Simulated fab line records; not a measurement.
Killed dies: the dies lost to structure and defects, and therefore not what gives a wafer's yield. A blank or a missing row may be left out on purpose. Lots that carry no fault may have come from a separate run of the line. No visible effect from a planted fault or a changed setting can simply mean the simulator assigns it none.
One fault seen from 3 desks	flow n5_finfet	each desk has only its own numbers; what lay behind them comes last

== THE DEFECT DESK ==
Counts from the inspections along the route, per lot, as means over the sampled wafers that have a number. A lot is out of limits, marked OUT, if its mean lies more than 4 standard deviations from the usual mean; the brackets give that distance.
Columns: A = raw_defect_count at N5_ZERO_LAYER_INSPECT_20, usual 34; B = raw_defect_count at N5_WELL_APT_INSPECT_10, usual 2.1
lot	first seen here	A	B
L780	day 1 13:24	36	2.0
L785	day 2 19:25	35	1.3
L788	day 3 13:35	32	2.0
L791	day 4 07:23	41	1.3
L792	day 4 13:17	41	4.7
L803	day 7 08:05	48	1.0
This desk's finding: nothing out of limits on any of the 6 lots.

== THE METROLOGY DESK ==
What the gauges read for every lot (on any tool): the sampled wafers with a number, averaged. A lot is out of limits, marked OUT, if its mean lies more than 4 standard deviations from the usual mean; the brackets give that distance. Of its 13 readings 7 are shown: those that lie furthest out on some lot.
Columns: A = cd_nm at N5_ZERO_LAYER_CD_MEAS_11, usual 1999.6 nm; B = DIBL_N at N5_BEOL_M4_RC_MEAS_101, usual 36.1 mV/V; C = DIBL_P at N5_BEOL_M4_RC_MEAS_101, usual 36.6 mV/V; D = IOFF_N at N5_BEOL_M4_RC_MEAS_101, usual 0.160 nA/um; E = ION_N at N5_BEOL_M4_RC_MEAS_101, usual 677 uA/um; F = VT_N at N5_BEOL_M4_RC_MEAS_101, usual 249.1 mV; G = VT_P at N5_BEOL_M4_RC_MEAS_101, usual -250 mV
lot	first seen here	A	B	C	D	E	F	G
L780	day 1 12:47	1999.6	36.6	36.2	0.146	678	251.4	-253
L785	day 2 18:47	1999.9	36.5	36.8	0.154	670	249.1	-249
L788	day 3 12:46	1999.8	36.1	37.7	0.180	682	249.6	-248
L791	day 4 06:46	1999.0	33.7	34.2	0.129	661	252.7	-251
L792	day 4 12:38	1999.7	37.1	37.2	0.168	679	248.9	-254
L803	day 7 06:50	1997.7	35.5	36.0	0.160	674	247.6	-248
This desk's finding: nothing out of limits on any of the 6 lots.

== AT THE TOOL OWNER'S DESK: litho_track-04 ==
The tool's own readings at N5_WELL_APT_COAT_02 (resist thk 950 nm): means of the sampled wafers that have a number, for each lot that ran on this tool. A lot is out of limits, marked OUT, if its mean lies more than 4 standard deviations from the usual mean; the brackets give that distance.
Columns: A = spin_speed_rpm at N5_WELL_APT_COAT_02, usual 1356.9 rpm
lot	first seen here	A
L780	day 1 13:26	1357.5
L788	day 3 13:37	1403.1 (+53) OUT
L791	day 4 07:25	1402.7 (+53) OUT
This desk's finding: out of limits on L788, L791; first on L788, day 3 13:37 (spin_speed_rpm at N5_WELL_APT_COAT_02). Within limits: L780.

== ALL TOGETHER ==
The tool owner's desk could have raised an alarm at day 3 13:37, on L788, L791.
The defect desk saw nothing out of limits.
Nothing out of limits was seen by the metrology desk.
The defect desk has L788, L791 on record, within its limits.
The metrology desk holds a record of L788, L791, inside its limits.
On litho_track-04, each named lot ran N5_WELL_APT_COAT_02.

== WHAT HAD BEEN PUT IN BY THE SIMULATOR ==
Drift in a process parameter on litho_track-04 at N5_WELL_APT_COAT_02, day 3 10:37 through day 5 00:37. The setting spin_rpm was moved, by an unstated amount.
Struck lots among those shown: L788, L791.
How many hours passed from the start of the fault until each desk's first out-of-limits reading: the tool owner's desk, 3.
